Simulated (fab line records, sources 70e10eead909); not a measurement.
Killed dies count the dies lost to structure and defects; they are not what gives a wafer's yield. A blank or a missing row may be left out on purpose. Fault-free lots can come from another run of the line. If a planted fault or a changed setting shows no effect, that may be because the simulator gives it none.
Matching of chambers	flow nand-harc	NHARC_P_M0_DEP_32 on pecvd-01: 3 sister chambers
The step deposits SiCN, target thk 30 nm. 3 wafers are shown with their chamber, then 9 later ones without.

WAFERS, EACH WITH ITS CHAMBER
wafer	chamber	heater-power-w (W)
L088.2	0	552
L089.1	1	551
L089.4	2	654

WAFERS WITH NO CHAMBER GIVEN
wafer	heater-power-w (W)
L091.1	556
L091.3	735
L091.4	546
L092.2	451
L092.3	570
L092.6	701
L093.2	543
L093.5	554
L093.6	549

WHICH CHAMBER EACH WENT THROUGH
wafer	from the rows above	in truth
L091.1	can't be placed: 0 or 1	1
L091.3	2	2
L091.4	can't be placed: 1 or 0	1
L092.2	can't be placed: 1 or 0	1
L092.3	can't be placed: 0 or 1 or 2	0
L092.6	2	2
L093.2	can't be placed: 1 or 0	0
L093.5	can't be placed: 0 or 1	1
L093.6	can't be placed: 1 or 0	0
2 of 9 placed correctly. Cannot be placed on the basis of these rows: 7; the candidates contain the true chamber in 7. Wrongly placed: 0.
How it was worked out, from the rows above alone: a wafer's distance from a chamber is the root of the sum, over the readings, of the square of ((its reading less the chamber's mean) divided by the reading's scatter). If the next closest chamber is less than 2 further off than the closest, the wafer can't be placed; otherwise it belongs to the closest. A chamber's mean is the mean of its shown wafers. The scatter: root of mean squared gap, hidden wafer to nearest shown wafer, with one shown wafer a chamber.
